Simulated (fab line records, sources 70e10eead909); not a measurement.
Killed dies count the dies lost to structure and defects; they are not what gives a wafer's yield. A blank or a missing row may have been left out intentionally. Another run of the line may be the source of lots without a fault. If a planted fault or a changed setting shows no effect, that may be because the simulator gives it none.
Chamber matching || flow nandHarc || NHARC_A_CHANNEL_FILL_D1_CMP_10 on cmp-04: 4 sister chambers
The step polishes, target thk 150 nm. 8 wafers are shown with their chamber, then 11 later ones without.

EACH WAFER AND ITS CHAMBER
{"wafer": "L079.6", "chamber": 2, "motorCurrentA (A)": 10.9, "timeToEndpointS (s)": 15.5}
{"wafer": "L087.2", "chamber": 3, "motorCurrentA (A)": 12.8, "timeToEndpointS (s)": 14.4}
{"wafer": "L088.3", "chamber": 3, "motorCurrentA (A)": 12.8, "timeToEndpointS (s)": 15.3}
{"wafer": "L088.4", "chamber": 0, "motorCurrentA (A)": 12.2, "timeToEndpointS (s)": 13.7}
{"wafer": "L089.3", "chamber": 1, "motorCurrentA (A)": 11.6, "timeToEndpointS (s)": 17.2}
{"wafer": "L089.4", "chamber": 0, "motorCurrentA (A)": 12.5, "timeToEndpointS (s)": 17.4}
{"wafer": "L089.5", "chamber": 1, "motorCurrentA (A)": 11.3, "timeToEndpointS (s)": 18.3}
{"wafer": "L092.1", "chamber": 2, "motorCurrentA (A)": 11.7, "timeToEndpointS (s)": 16.8}

WAFERS MISSING THEIR CHAMBER
{"wafer": "L092.4", "motorCurrentA (A)": 12.3, "timeToEndpointS (s)": 13.9}
{"wafer": "L092.5", "motorCurrentA (A)": 12.0, "timeToEndpointS (s)": 17.3}
{"wafer": "L093.2", "motorCurrentA (A)": 12.4, "timeToEndpointS (s)": 12.5}
{"wafer": "L093.4", "motorCurrentA (A)": 11.3, "timeToEndpointS (s)": 14.7}
{"wafer": "L093.6", "motorCurrentA (A)": 11.9, "timeToEndpointS (s)": 14.5}
{"wafer": "L094.1", "motorCurrentA (A)": 11.3, "timeToEndpointS (s)": 16.5}
{"wafer": "L094.2", "motorCurrentA (A)": 12.5, "timeToEndpointS (s)": 16.6}
{"wafer": "L094.5", "motorCurrentA (A)": 11.6, "timeToEndpointS (s)": 16.3}
{"wafer": "L094.3", "motorCurrentA (A)": 11.2, "timeToEndpointS (s)": 15.4}
{"wafer": "L094.4", "motorCurrentA (A)": 13.3, "timeToEndpointS (s)": 15.6}
{"wafer": "L094.6", "motorCurrentA (A)": 11.8, "timeToEndpointS (s)": 13.9}

WHICH CHAMBER EACH WENT THROUGH
{"wafer": "L092.4", "from the rows above": "can't be placed: 0 or 3", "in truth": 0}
{"wafer": "L092.5", "from the rows above": "can't be placed: 0 or 1 or 2 or 3", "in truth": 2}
{"wafer": "L093.2", "from the rows above": "can't be placed: 3 or 0", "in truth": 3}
{"wafer": "L093.4", "from the rows above": "can't be placed: 2 or 1", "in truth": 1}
{"wafer": "L093.6", "from the rows above": "can't be placed: 0 or 2 or 1 or 3", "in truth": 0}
{"wafer": "L094.1", "from the rows above": "can't be placed: 2 or 1", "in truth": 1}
{"wafer": "L094.2", "from the rows above": "can't be placed: 0 or 3", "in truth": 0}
{"wafer": "L094.5", "from the rows above": "can't be placed: 2 or 1 or 0", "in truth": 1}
{"wafer": "L094.3", "from the rows above": "can't be placed: 2 or 1", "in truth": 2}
{"wafer": "L094.4", "from the rows above": "can't be placed: 3 or 0", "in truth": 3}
{"wafer": "L094.6", "from the rows above": "can't be placed: 0 or 2 or 1 or 3", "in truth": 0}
Correctly placed: 0 of 11. Unplaceable from these rows: 11, with the true chamber sitting among the candidates in 11. Placed wrongly: 0.
How it was worked out, from the rows above alone: a wafer's distance from a chamber is the root of the sum, over the readings, of the square of ((its reading less the chamber's mean) divided by the reading's scatter). The wafer belongs to the nearest chamber; if the next one is less than 2 further off, it can't be placed. For every chamber, the mean is computed from those of its wafers that are shown. How the scatter is found: for the shown wafers, subtract from each reading the mean of its chamber, square and add these, divide the total by (wafers less chambers), then take the root.
